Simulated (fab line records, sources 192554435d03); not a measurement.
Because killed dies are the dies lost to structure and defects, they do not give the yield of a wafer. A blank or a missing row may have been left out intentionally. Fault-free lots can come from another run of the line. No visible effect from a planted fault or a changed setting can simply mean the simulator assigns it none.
fab line records	flow n5Finfet
record: lots: 6	wafers: 18	lastDay: 18
route steps=1938 shown BEOL_M4@1048 PASSIVATION@1936
lots that met no fault: taken from a fault-free run of the same line
startH: the number of hours between the record's first day and the start of the first shown wafer of the lot	waitH: hours since the lot's step before	" identical to the entry in the row above	L1.1+2: one row covering several wafers at once	- no value present, or no start provided	* or withheld: withheld	< > ~ a bound
route shown NAME@n: names a module that has steps shown in the file, with the first one's number in the route	usual: mean and standard deviation over wafers with no fault	same: alike in all rows	chamber/n: place in a boat	sites: per-site readings	_std_site: the values' standard deviation	_edge_site: inner sites' mean taken away from outer sites' mean	radiusMm: how far each site lies from the wafer's centre	mask NAME#n: copy n	behind: the tool/chamber that last shaped the wafer	hold: why the lot went on hold/how many hours it stayed there/how the hold came to an end	device: the transistor (n, p or np) that didn't switch	end of line: the same wafers' tests at the end of the route	for a step that has no rows: nothing shown but its recipe	killed: at the first sort, the dies lost to defects and structure; wafer yield is something else	map: per-die view of a wafer (x killed, . not killed, _ where there is no die)
set.NAME: the run value of the setting; set.NAME@STEP: its run value at that earlier step	model.NAME: the simulator's own value behind a step, which no gauge read
certain route steps with their lots: each step a table, each wafer a row
services: a tool's chamber out of use, with start hour (startH, from the record's first day; less than 0 if before it), hours out, and reason
== steps ==
step: N5_BEOL_M4_COAT_68
recipe: resist: SiARC	tempC: 220	timeS: 60	spinRpm: 1500	resistThkNm: 12
step: N5_BEOL_M4_COAT_76
recipe: resist: underlayer	tempC: 205	timeS: 60	spinRpm: 1500	resistThkNm: 5
step: N5_BEOL_M4_COAT_22
recipe: resist: CAR-EUV	spinRpm: 1500	resistThkNm: 30
step: N5_BEOL_M4_EBR_24
recipe: solvent: PGMEA	ebrWidthMm: 1.5
step: N5_BEOL_M4_SOFTBAKE_23
recipe: tempC: 110	timeS: 60	resist: CAR-EUV
step: N5_BEOL_M4_EXPOSE_25
recipe: maskId: V3	na: 0.33	sourceShape: quasar	sigmaInner: 0.2	sigmaOuter: 0.8	polarization: unpolarized	defocusNm: 5	doseMj: 63
step: N5_BEOL_M4_PEB_26
recipe: pebTempC: 100	pebTimeS: 60	resist: CAR-EUV
step: N5_BEOL_M4_DEVELOP_27
recipe: developTimeS: 30	developer: TMAH	resist: CAR-EUV	rinseLiquid: surfactantRinse	dry: airSpin	devTempC: 23
step: N5_BEOL_M4_CD_MEAS_28
recipe: targetCdNm: 26.2	landingEnergyEv: 500	detector: seInlens	targetCdYNm: 24.1	polarity: opening
usual: cdNm: 26.25/0.23
lot.wafer	tool	chamber	startH	waitH	cdNm
L184.2	cdSem-02	0	212.70	-	26.03
L184.4	"	0	"	"	26.24
L184.5	"	0	"	"	26.29
L188.2	cdSem-03	0	229.39	-	26.11
L188.4	"	0	"	"	26.25
L188.5	"	0	"	"	26.13
L191.1	cdSem-02	0	261.55	-	26.50
L191.2	"	0	"	"	26.45
L191.4	"	0	"	"	26.39
L195.1	cdSem-02	0	268.48	-	25.93
L195.4	"	0	"	"	25.92
L195.6	"	0	"	"	26.16
L194.1	cdSem-01	0	269.44	-	26.19
L194.2	"	0	"	"	26.19
L194.4	"	0	"	"	26.17
L203.2	cdSem-03	0	313.60	-	25.92
L203.5	"	0	"	"	26.09
L203.6	"	0	"	"	26.37
step: N5_BEOL_M4_OVL_MEAS_29
recipe: pointsPerWafer: 522
usual: V3_OVL: -0.1/0.84
lot.wafer	tool	chamber	startH	waitH	V3_OVL[nm]
L184.2	overlay-02	0	212.73	0.0	-1.8
L184.4	"	0	"	"	-0.1
L184.5	"	0	"	"	-0.7
L188.2	overlay-02	0	229.43	0.0	1.6
L188.4	"	0	"	"	0.7
L188.5	"	0	"	"	0.3
L191.1	overlay-02	0	261.58	0.0	-0.2
L191.2	"	0	"	"	0.4
L191.4	"	0	"	"	-0.4
L195.1	overlay-02	0	268.51	0.0	-0.5
L195.4	"	0	"	"	-1.2
L195.6	"	0	"	"	-0.8
L194.1	overlay-01	0	269.47	0.0	-0.3
L194.2	"	0	"	"	-0.2
L194.4	"	0	"	"	-0.3
L203.2	overlay-01	0	313.63	0.0	-0.3
L203.5	"	0	"	"	0.2
L203.6	"	0	"	"	-0.4
step: N5_BEOL_M4_INSPECT_30
recipe: mode: adi	inspectInstrument: brightfield
usual: rawDefectCount: 426/110
lot.wafer	tool	chamber	startH	waitH	rawDefectCount
L184.2	defectInspect-01	-	212.79	0.0	493
L184.4	"	-	"	"	613
L184.5	"	-	"	"	638
L188.2	defectInspect-02	-	229.48	0.0	458
L188.4	"	-	"	"	569
L188.5	"	-	"	"	469
L191.1	defectInspect-02	-	261.63	0.1	779
L191.2	"	-	"	"	673
L191.4	"	-	"	"	569
L195.1	defectInspect-01	-	268.57	0.1	383
L195.4	"	-	"	"	332
L195.6	"	-	"	"	483
L194.1	defectInspect-01	-	269.52	0.1	462
L194.2	"	-	"	"	358
L194.4	"	-	"	"	424
L203.2	defectInspect-01	-	313.69	0.0	204
L203.5	"	-	"	"	190
L203.6	"	-	"	"	217
step: N5_BEOL_M4_DESCUM_33
recipe: chemistry: O2	timeS: 7	sourcePowerW: 50	biasPowerW: 20	pressureMtorr: 20	rfFrequencyHz: 2.712e+07	tempC: 40	resist: CAR-EUV	o2FlowSccm: 225
usual: chamberPressureMTorr: 19.999/0.018	drypumpMotorCurrentA: 5.6/0.48	oesProductAu: 0.80/0.082	rfVppV: 243.3/1.5	showerheadPlenumPTorr: 2.09/0.077	throttleValvePct: 20.39/0.2
lot.wafer	tool	chamber	startH	waitH	chamberPressureMTorr	drypumpMotorCurrentA	oesProductAu	rfHoursCounterH	rfVppV	showerheadPlenumPTorr	throttleValvePct
L184.2	rieDiel-06	2	213.26	0.5	20.011	5.4	0.68	252	244.0	2.16	20.74
L184.4	"	3	"	"	20.002	5.0	0.92	35	247.5	2.22	20.54
L184.5	"	3	"	"	20.019	4.9	0.92	-	244.8	2.22	20.54
L188.2	rieDiel-03	0	229.52	0.0	19.997	5.2	0.76	126	244.1	2.17	20.46
L188.4	"	2	"	"	20.023	5.6	0.82	90	241.7	2.04	20.62
L188.5	"	3	"	"	19.990	5.7	0.79	-	243.0	2.01	20.24
L191.1	rieDiel-06	3	261.67	0.0	19.990	5.0	0.88	54	245.8	2.21	20.58
L191.2	"	2	"	"	20.003	5.4	0.93	11	244.2	2.15	20.39
L191.4	"	1	"	"	20.005	5.9	0.86	66	244.4	2.20	20.27
L195.1	rieDiel-03	3	268.70	0.1	20.010	5.7	0.78	125	241.2	2.01	20.26
L195.4	"	0	"	"	19.988	5.2	0.75	-	244.0	2.17	20.49
L195.6	"	2	"	"	20.001	5.6	0.81	-	241.7	2.03	20.64
L194.1	rieDiel-03	3	269.56	0.0	20.008	5.7	0.78	125	242.9	2.01	20.26
L194.2	"	0	"	"	19.999	5.1	0.76	139	244.0	2.17	20.48
L194.4	"	2	"	"	20.020	5.6	0.80	-	242.2	2.03	20.66
L203.2	rieDiel-04	3	313.72	0.0	19.983	5.8	0.67	239	241.4	2.06	20.32
L203.5	"	2	"	"	20.032	6.8	1.00	-	244.1	2.04	20.41
L203.6	"	1	"	"	20.015	5.7	0.71	-	241.6	1.98	20.18
step: N5_BEOL_M4_ETCH_77
recipe: chemistry: N2/H2	target: underlayer	targetDepthA: 65	maskMaterial: CAR-EUV	timeS: 5.2	ionEnergyEv: 200	pressureMtorr: 30	sourceW: 840	biasW: 150	n2FlowSccm: 200	h2FlowSccm: 200	ends: cleared
usual: biasW: 150.0/0.44	chamberPressureMTorr: 29.99/0.046	drypumpMotorCurrentA: 5.6/0.48	etchRfOnTimeS: 5.19/0.1	oesProductAu: 0.68/0.071	rfVppV: 524.0/2.9	showerheadPlenumPTorr: 2.54/0.095	throttleValvePct: 17.78/0.19
lot.wafer	tool	chamber	startH	waitH	biasW	chamberPressureMTorr	drypumpMotorCurrentA	etchRfOnTimeS	oesProductAu	rfHoursCounterH	rfVppV	showerheadPlenumPTorr	throttleValvePct	model.CAR-EUV_of_BEOL_M4_COAT_22.thkNm
L184.2	rieDiel-06	2	213.29	0.0	150.8	30.06	5.3	5.11	0.59	252	524.3	2.58	17.94	20.4
L184.4	"	3	"	"	149.3	30.08	5.0	5.05	0.78	35	527.1	2.68	17.81	20.4
L184.5	"	3	"	"	149.6	29.98	5.0	5.07	0.80	-	527.2	2.68	17.80	20.4
L188.2	rieDiel-03	0	229.55	0.0	149.8	30.01	5.2	5.25	0.66	126	526.8	2.64	17.82	20.6
L188.4	"	2	"	"	149.9	30.06	5.7	5.33	0.69	90	521.3	2.45	17.97	20.6
L188.5	"	3	"	"	150.0	30.05	5.7	5.20	0.67	-	523.1	2.45	17.73	20.4
L191.1	rieDiel-06	3	261.70	0.0	149.8	30.01	4.9	5.03	0.76	54	527.3	2.68	17.84	20.4
L191.2	"	2	"	"	150.0	29.92	5.4	4.98	0.80	11	523.9	2.58	17.54	20.2
L191.4	"	1	"	"	150.1	30.00	5.9	4.98	0.75	66	525.6	2.69	17.76	20.4
L195.1	rieDiel-03	3	268.74	0.0	-	-	-	-	-	-	-	-	-	26.2
L195.4	"	0	"	"	-	-	-	-	-	-	-	-	-	26.2
L195.6	"	2	"	"	-	-	-	-	-	-	-	-	-	26.2
L194.1	rieDiel-03	3	269.59	0.0	-	-	-	-	-	-	-	-	-	26
L194.2	"	0	"	"	-	-	-	-	-	-	-	-	-	26
L194.4	"	2	"	"	-	-	-	-	-	-	-	-	-	26
L203.2	rieDiel-04	3	313.76	0.0	149.1	30.01	5.8	5.23	0.57	239	522.8	2.50	17.68	20.2
L203.5	"	2	"	"	149.5	30.03	6.8	5.24	0.84	-	522.9	2.50	17.90	20.2
L203.6	"	1	"	"	149.8	30.01	5.7	5.19	0.61	-	520.2	2.41	17.56	20.2
step: N5_BEOL_M4_ETCH_69
recipe: chemistry: CF4	target: SiARC	targetDepthA: 156	maskMaterial: CAR-EUV	timeS: 26	ionEnergyEv: 80	pressureMtorr: 40	sourceW: 545	biasW: 36	Ar_flow_sccm: 100	cf4FlowSccm: 100	ends: cleared
usual: biasW: 36.00/0.1	cf4FlowSccm: 100.0/0.32	chamberPressureMTorr: 40.00/0.035	drypumpMotorCurrentA: 5.6/0.48	etchRfOnTimeS: 26.0/0.52	oesProductAu: 0.69/0.071	rfVppV: 184.1/1.2	showerheadPlenumPTorr: 2.15/0.081	throttleValvePct: 15.60/0.17
lot.wafer	tool	chamber	startH	waitH	biasW	cf4FlowSccm	chamberPressureMTorr	drypumpMotorCurrentA	etchRfOnTimeS	oesProductAu	rfHoursCounterH	rfVppV	showerheadPlenumPTorr	throttleValvePct
L184.2	rieDiel-06	2	213.31	0.0	36.04	99.8	40.01	5.3	25.4	0.59	252	185.4	2.19	15.89
L184.4	"	3	"	"	35.87	100.1	40.02	5.0	25.6	0.79	35	184.8	2.28	15.77
L184.5	"	3	"	"	35.89	100.1	40.03	5.0	25.4	0.79	-	185.0	2.28	15.78
L188.2	rieDiel-03	0	229.57	0.0	35.93	100.3	39.91	5.1	26.3	0.65	126	183.8	2.23	15.70
L188.4	"	2	"	"	36.24	99.9	40.01	5.6	26.5	0.69	90	182.9	2.07	15.69
L188.5	"	3	"	"	35.98	99.4	40.03	5.7	25.7	0.68	-	184.0	2.06	15.42
L191.1	rieDiel-06	3	261.72	0.0	35.99	99.4	40.06	4.9	24.9	0.77	54	186.6	2.27	15.80
L191.2	"	2	"	"	35.92	99.8	40.00	5.3	24.6	0.81	11	184.7	2.18	15.40
L191.4	"	1	"	"	35.98	100.0	40.00	5.9	24.9	0.75	66	186.6	2.27	15.55
L195.1	rieDiel-03	3	268.76	0.0	35.93	100.5	39.98	5.7	25.9	0.66	125	183.5	2.06	15.43
L195.4	"	0	"	"	35.89	99.9	39.96	5.2	26.2	0.65	-	184.4	2.23	15.72
L195.6	"	2	"	"	36.06	99.8	39.97	5.6	27.0	0.68	-	184.0	2.07	15.72
L194.1	rieDiel-03	3	269.61	0.0	36.09	99.9	40.00	5.7	25.9	0.66	125	183.2	2.06	15.44
L194.2	"	0	"	"	36.05	100.1	39.94	5.1	26.4	0.65	139	184.3	2.23	15.72
L194.4	"	2	"	"	36.02	100.2	40.01	5.6	26.9	0.68	-	183.6	2.06	15.72
L203.2	rieDiel-04	3	313.77	0.0	36.07	100.0	39.99	5.8	26.3	0.57	239	183.8	2.12	15.66
L203.5	"	2	"	"	35.93	100.1	40.01	6.8	26.2	0.86	-	184.4	2.11	15.60
L203.6	"	1	"	"	36.06	100.4	39.97	5.7	25.7	0.62	-	182.4	2.04	15.49
step: N5_BEOL_M4_ALD_98
recipe: material: SiO2	targetThkA: 25	tempC: 100	aldPrecursorFamily: BDEAS	aldCoReactant: O2-plasma	pulseTimeS: 1	coReactantPulseTimeS: 1	purgeTimeS: 2	coReactantPurgeTimeS: 2	aldCycles: 17	pressureTorr: 2
usual: heaterPowerW: 81/8	precursorPulseHeightRel: 1.002/0.02
same: pulseTimeS: 1	purgeTimeS: 2
lot.wafer	tool	chamber	startH	waitH	heaterPowerW	precursorPulseHeightRel
L184.2	aldSin-02	2	213.52	0.2	83	1.026
L184.4	"	3	"	"	86	0.972
L184.5	"	0	"	"	80	1.028
L188.2	aldSin-02	3	229.65	0.1	86	1.045
L188.4	"	0	"	"	79	0.999
L188.5	"	2	"	"	80	0.991
L191.1	aldSin-03	3	261.80	0.1	61	1.006
L191.2	"	0	"	"	78	1.026
L191.4	"	1	"	"	79	0.982
L195.1	aldSin-04	3	268.84	0.1	70	1.016
L195.4	"	3	"	"	71	0.996
L195.6	"	0	"	"	81	0.982
L194.1	aldSin-02	0	270.44	0.8	82	1.015
L194.2	"	3	"	"	87	1.016
L194.4	"	2	"	"	81	1.001
L203.2	aldSin-04	0	313.85	0.1	79	0.996
L203.5	"	2	"	"	86	0.988
L203.6	"	3	"	"	70	1.016
step: N5_BEOL_M4_ETCHBACK_99
recipe: chemistry: CHF3	target: SiO2	targetDepthA: 50	timeS: 10.4	sourceW: 215	biasW: 47	Ar_flow_sccm: 200	CHF3_flow_sccm: 12	ionEnergyEv: 100	pressureMtorr: 30
usual: CHF3_flow_sccm: 12.00/0.035	chamberPressureMTorr: 30.000/0.026	drypumpMotorCurrentA: 5.6/0.46	oesProductAu: 0.78/0.061	rfVppV: 241/4	showerheadPlenumPTorr: 2.14/0.076	throttleValvePct: 17.07/0.18
lot.wafer	tool	chamber	startH	waitH	CHF3_flow_sccm	chamberPressureMTorr	drypumpMotorCurrentA	oesProductAu	rfHoursCounterH	rfVppV	showerheadPlenumPTorr	throttleValvePct	model.CAR-EUV_of_BEOL_M4_COAT_22.thkNm
L184.2	rieDiel-04	1	227.67	14.1	12.00	29.942	5.7	0.75	191	238	2.04	16.76	10.6
L184.4	"	2	"	"	12.03	30.033	6.8	0.66	230	241	2.13	17.57	10.6
L184.5	"	3	"	"	12.01	30.019	5.8	0.69	-	237	2.16	17.11	10.4
L188.2	rieDiel-03	0	235.00	5.3	12.03	30.008	5.2	0.76	127	240	2.24	17.16	10.6
L188.4	"	1	"	"	11.94	30.016	6.3	0.78	118	245	2.18	16.91	10.6
L188.5	"	1	"	"	12.00	30.021	6.3	0.78	-	245	2.18	16.89	10.6
L191.1	rieDiel-03	3	266.77	4.9	11.98	30.015	5.7	0.77	124	237	2.08	16.96	10.4
L191.2	"	0	"	"	12.01	30.034	5.2	0.75	138	241	2.24	17.18	10.4
L191.4	"	0	"	"	11.98	29.998	5.1	0.75	-	241	2.24	17.17	10.4
L195.1	rieDiel-04	0	295.42	26.5	12.07	30.016	5.0	0.77	134	236	2.09	17.23	16.2
L195.4	"	0	"	"	11.96	29.991	5.0	0.78	-	236	2.09	17.23	16.2
L195.6	"	3	"	"	12.06	29.980	5.8	0.67	-	237	2.15	17.17	16.4
L194.1	rieDiel-03	3	296.11	25.6	12.03	30.036	5.7	0.77	135	239	2.07	16.98	16
L194.2	"	0	"	"	11.96	29.987	5.1	0.75	148	242	2.24	17.19	16.2
L194.4	"	1	"	"	12.03	30.003	6.3	0.75	137	246	2.17	16.93	16.2
L203.2	rieDiel-03	1	336.45	22.5	12.05	30.028	6.2	0.75	149	245	2.17	16.95	10.4
L203.5	"	3	"	"	11.96	29.966	5.7	0.76	-	236	2.07	17.00	10.4
L203.6	"	0	"	"	12.07	30.007	5.2	0.75	-	242	2.23	17.20	10.4
step: N5_BEOL_M4_ETCH_70
recipe: chemistry: N2/H2	target: SOC	targetDepthA: 800	overetchA: 240	maskMaterial: SiARC	tempC: 40	timeS: 130	ionEnergyEv: 200	pressureMtorr: 30	sourceW: 840	biasW: 150	n2FlowSccm: 200	h2FlowSccm: 200
usual: biasW: 150.0/0.44	chamberPressureMTorr: 30.001/0.026	drypumpMotorCurrentA: 5.6/0.46	oesProductAu: 0.58/0.043	rfVppV: 523.4/2.5	showerheadPlenumPTorr: 2.52/0.084	throttleValvePct: 17.73/0.21
lot.wafer	tool	chamber	startH	waitH	biasW	chamberPressureMTorr	drypumpMotorCurrentA	oesProductAu	rfHoursCounterH	rfVppV	showerheadPlenumPTorr	throttleValvePct
L184.2	rieDiel-04	1	227.71	0.0	150.7	30.006	5.7	0.54	191	519.8	2.42	17.49
L184.4	"	2	"	"	150.5	29.987	6.8	0.50	230	522.8	2.51	18.27
L184.5	"	3	"	"	149.8	30.031	5.8	0.52	-	522.3	2.51	17.59
L188.2	rieDiel-03	0	235.03	0.0	150.8	30.020	5.2	0.57	127	528.2	2.64	17.78
L188.4	"	1	"	"	150.5	30.032	6.3	0.57	119	523.4	2.54	17.39
L188.5	"	1	"	"	150.6	29.979	6.3	0.58	-	523.9	2.54	17.39
L191.1	rieDiel-03	3	266.81	0.0	149.9	30.008	5.7	0.57	124	521.6	2.44	17.70
L191.2	"	0	"	"	149.5	29.991	5.2	0.55	138	527.8	2.63	17.78
L191.4	"	0	"	"	149.8	29.978	5.2	0.56	-	525.3	2.63	17.78
L195.1	rieDiel-04	0	295.45	0.0	150.0	29.927	4.9	0.58	134	519.8	2.44	17.91
L195.4	"	0	"	"	149.7	30.042	4.9	0.58	-	521.0	2.44	17.90
L195.6	"	3	"	"	150.0	30.018	5.8	0.50	-	524.3	2.50	17.65
L194.1	rieDiel-03	3	296.15	0.0	149.5	29.959	5.7	0.57	135	520.9	2.44	17.73
L194.2	"	0	"	"	150.0	29.965	5.2	0.56	148	527.6	2.63	17.80
L194.4	"	1	"	"	150.6	29.986	6.3	0.56	137	522.0	2.54	17.42
L203.2	rieDiel-03	1	336.49	0.0	149.9	29.970	6.3	0.55	149	523.5	2.53	17.44
L203.5	"	3	"	"	149.3	30.050	5.7	0.56	-	520.8	2.43	17.75
L203.6	"	0	"	"	150.4	29.989	5.1	0.54	-	526.8	2.63	17.82
step: N5_BEOL_M4_RC_MEAS_101
usual: DIBL_N: 36.0/2.2	DIBL_P: 36.2/2.4	IOFF_N: 0.16/0.035	IOFF_P: 0.21/0.037	ION_N: 672/13	ION_P: 461/7	SS_N: 71.4/0.69	SS_P: 73.2/0.75	VT_N: 250/3.4	VT_P: -251/3
lot.wafer	tool	chamber	startH	waitH	DIBL_N[mV/V]	DIBL_P[mV/V]	IOFF_N[nA/um]	IOFF_P[nA/um]	ION_N[uA/um]	ION_P[uA/um]	SS_N[mV/dec]	SS_P[mV/dec]	VT_N[mV]	VT_P[mV]
L184.2	prober-02	0	232.46	0.2	36.4	36.3	0.16	0.22	665	458	70.9	73.9	251	-248
L184.4	"	0	"	"	37.4	37.5	0.18	0.23	680	464	71.3	74.3	248	-247
L184.5	"	0	"	"	36.0	37.4	0.17	0.25	679	468	71.3	73.8	246	-244
L188.2	prober-01	0	240.85	0.2	36.1	36.7	0.15	0.19	676	460	71.7	73.5	249	-252
L188.4	"	0	"	"	35.8	36.0	0.15	0.18	647	445	72.5	73.0	253	-253
L188.5	"	0	"	"	37.6	37.9	0.18	0.22	682	462	71.8	73.2	248	-251
L191.1	prober-02	0	272.79	0.0	34.9	36.2	0.15	0.19	666	456	71.9	73.1	248	-252
L191.2	"	0	"	"	35.6	36.9	0.17	0.22	678	459	72.1	73.2	250	-250
L191.4	"	0	"	"	35.9	37.3	0.17	0.22	669	458	71.5	73.8	248	-253
L195.1	prober-02	0	299.45	0.0	37.9	40.2	0.21	0.28	686	467	71.3	74.3	245	-246
L195.4	"	0	"	"	34.5	35.1	0.14	0.20	656	456	71.1	73.0	249	-252
L195.6	"	0	"	"	35.7	37.1	0.16	0.22	665	457	70.9	73.1	249	-248
L194.1	prober-02	0	302.11	0.0	34.2	34.2	0.13	0.17	652	448	71.5	73.1	256	-253
L194.2	"	0	"	"	35.6	36.1	0.14	0.20	653	454	71.3	73.6	252	-253
L194.4	"	0	"	"	35.8	36.4	0.15	0.20	672	458	71.1	73.3	252	-253
L203.2	prober-01	0	341.25	0.2	38.0	36.8	0.19	0.22	691	470	71.4	73.7	244	-248
L203.5	"	0	"	"	38.4	37.7	0.18	0.24	679	466	71.6	73.9	247	-250
L203.6	"	0	"	"	39.5	40.4	0.24	0.29	702	484	72.3	74.4	245	-247
step: N5_PASSIVATION_PROBE_49
usual: defectLimitedYield: 91.2/1.4	killed_at_M0_to_M3: 34/9.4	killed_at_M4_up: 14/5.6	killedAtContacts: 13/7.8	killedAtFrontEnd: 37/10	killedAtOther: 4/3.3	killedDies: 103/17	killedOpen: 68/13	killedShort: 33/8.2	sort_bin_5_function: 5.1/0.92	sort_bin_6_memory: 3.3/0.71	sortNPass: 1077/17	sortYieldPct: 91.2/1.4
same: grossDies: 1180	killedAtBackSide: 0	sort_bin_4_leakage[%]: 0	sort_bin_8_speed[%]: 0
lot.wafer	tool	chamber	startH	waitH	defectLimitedYield[%]	killed_at_M0_to_M3	killed_at_M4_up	killedAtContacts	killedAtFrontEnd	killedAtOther	killedDies	killedOpen	killedShort	sort_bin_5_function[%]	sort_bin_6_memory[%]	sortNPass	sortYieldPct[%]
L188.2	prober-02	-	347.19	0.1	93.6	22	11	8	34	1	76	45	27	3.5	2.4	1104	93.6
L188.4	prober-02	-	347.29	0.2	90.2	49	12	17	38	0	116	74	41	5.7	3.6	1064	90.2
L188.5	prober-02	-	347.34	0.2	94.4	30	1	8	24	3	66	43	23	3.0	2.2	1114	94.4
killed by level:class
L188.2 BEOL_M3:geometricParticle:open=8 BEOL_M4:geometricParticle:open=6 ILD0:geometricParticle:short=5 MOL_CONTACT_COAG:geometricParticle:open=5 STARTING-WAFER:geometricParticle:open=5 DUMMY_GATE:geometricParticle:open=4 STARTING-WAFER:geometricParticle:short=4 HKMG_FIN:areaEtch=4
L188.4 BEOL_M0_SAQP:geometricParticle:short=15 MOL_CONTACT_COAG:geometricParticle:open=13 STI_FIN_REVEAL:geometricParticle:open=12 BEOL_M0:geometricParticle:short=8 DUMMY_GATE:geometricParticle:open=7 BEOL_M0_SAQP:geometricParticle:open=7 BEOL_M3:geometricParticle:open=6 FIN_SAQP:geometricParticle:open=5
L188.5 BEOL_M0_SAQP:geometricParticle:open=13 FIN_SAQP:geometricParticle:short=4 STI_FIN_REVEAL:geometricParticle:open=4 MOL_CONTACT_COAG:geometricParticle:short=4 MOL_CONTACT_COAG:geometricParticle:open=4 BEOL_M0_SAQP:geometricParticle:short=4 BEOL_M2:geometricParticle:open=4 BEOL_M3:geometricParticle:open=4
== services ==
tool	chamber	startH	hours	kind
aldSin-04	1	194.15	6.7	repair
aldSin-03	-	194.21	6.0	pm
rieDiel-06	-	202.66	1.0	repair
rieDiel-06	2	215.81	-	clean
rieDiel-06	2	215.81	-	consumableReplace:focusRing
rieDiel-06	2	215.81	15.1	scheduledDown
rieDiel-06	2	215.81	15.1	ventCycle
aldSin-03	2	223.34	3.2	repair
aldSin-04	1	248.57	39.7	repair
aldSin-02	1	255.93	2.9	repair
rieDiel-03	1	265.87	8.3	repair
aldSin-03	2	266.92	3.4	repair
aldSin-03	-	268.25	14.0	pm
rieDiel-04	2	281.12	-	clean
rieDiel-04	2	281.12	-	consumableReplace:focusRing
rieDiel-04	2	281.12	32.3	scheduledDown
rieDiel-04	2	281.12	32.3	ventCycle
aldSin-04	0	285.51	11.5	repair
aldSin-02	0	301.59	17.6	repair
aldSin-03	3	311.02	3.1	repair
rieDiel-03	0	314.36	19.1	repair
rieDiel-03	1	319.35	9.5	repair
aldSin-02	2	322.76	4.8	repair
rieDiel-06	0	335.30	4.4	repair
== key ==
firstSign: step: N5_BEOL_M4_ETCH_77	reading: toolRecord	direction: missing
effect none on later readings
modelEffect: step: N5_BEOL_M4_ETCH_77	value: CAR-EUV_of_BEOL_M4_COAT_22.thkNm	without: 20.37	struck: 26.1
modelEffect: step: N5_BEOL_M4_ETCHBACK_99	value: CAR-EUV_of_BEOL_M4_COAT_22.thkNm	without: 10.4	struck: 16.2
metAt N5_BEOL_M4_ETCH_77
struckWafers L194.1,L194.2,L194.4,L195.1,L195.4,L195.6
onsetBetween 229.55 268.74
fault: kind: skippedStepWhole	tool: rieDiel-03	chamber: -	onsetH: 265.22	steps: N5_BEOL_M4_ETCH_77	scope: struckLotsOnly
